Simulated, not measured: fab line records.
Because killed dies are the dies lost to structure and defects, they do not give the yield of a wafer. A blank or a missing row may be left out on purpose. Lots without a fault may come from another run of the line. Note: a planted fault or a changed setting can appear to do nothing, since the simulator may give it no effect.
Chamber matching ; flow nand-harc ; 3 sister chambers for NHARC_A_STAIRCASE_DEP_156 on pecvd-01
The step deposits SiNx, target thk 50 nm. 22 wafers are shown with their chamber, then 11 later ones without.

== WAFERS WITH THEIR CHAMBER ==
wafer;chamber;heater-power-w (W)
L074.3;1;737
L074.4;1;737
L074.6;2;760
L076.2;1;701
L076.4;1;699
L076.5;0;769
L078.1;0;844
L078.4;1;708
L078.6;2;800
L080.3;0;807
L080.5;0;794
L080.6;1;700
L082.2;0;689
L082.4;2;720
L082.5;0;712
L084.1;0;853
L084.2;1;747
L084.4;2;736
L085.3;0;750
L085.4;1;702
L085.6;0;761
L091.2;1;725

SIGNATURES, as means of the wafers listed above
reading;chamber 0;chamber 1;chamber 2;scatter within a chamber
heater-power-w;775.44;717.33;754.00;40.4
Rule: for each reading, subtract the chamber's mean from the wafer's reading, divide by that reading's scatter and square the result; add these up over the readings and take the root, which gives the wafer's distance from the chamber. If the next closest chamber is less than 2 further off than the closest, the wafer can't be placed; otherwise it belongs to the closest. The scatter: the root of (the sum of the squares of (reading less its chamber's mean) over the shown wafers, divided by (wafers less chambers)).

== WAFERS WITH NO CHAMBER GIVEN ==
wafer;heater-power-w (W)
L091.4;677
L091.6;718
L092.2;669
L092.3;726
L092.5;676
L094.2;680
L094.5;667
L094.6;773
L097.3;660
L097.5;666
L097.6;816

== CHAMBER TAKEN BY EACH ==
wafer;from the rows above;in truth
L091.4;can't be placed: 1 or 2 or 0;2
L091.6;can't be placed: 1 or 2 or 0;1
L092.2;can't be placed: 1 or 2 or 0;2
L092.3;can't be placed: 1 or 2 or 0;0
L092.5;can't be placed: 1 or 2 or 0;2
L094.2;can't be placed: 1 or 2 or 0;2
L094.5;can't be placed: 1 or 2 or 0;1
L094.6;can't be placed: 0 or 2 or 1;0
L097.3;can't be placed: 1 or 2 or 0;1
L097.5;can't be placed: 1 or 2 or 0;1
L097.6;can't be placed: 0 or 2 or 1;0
Correct placement for 0 of the 11. From these rows, 11 cannot be placed; in 11 the true chamber is one of the candidates. Wrongly placed: 0.
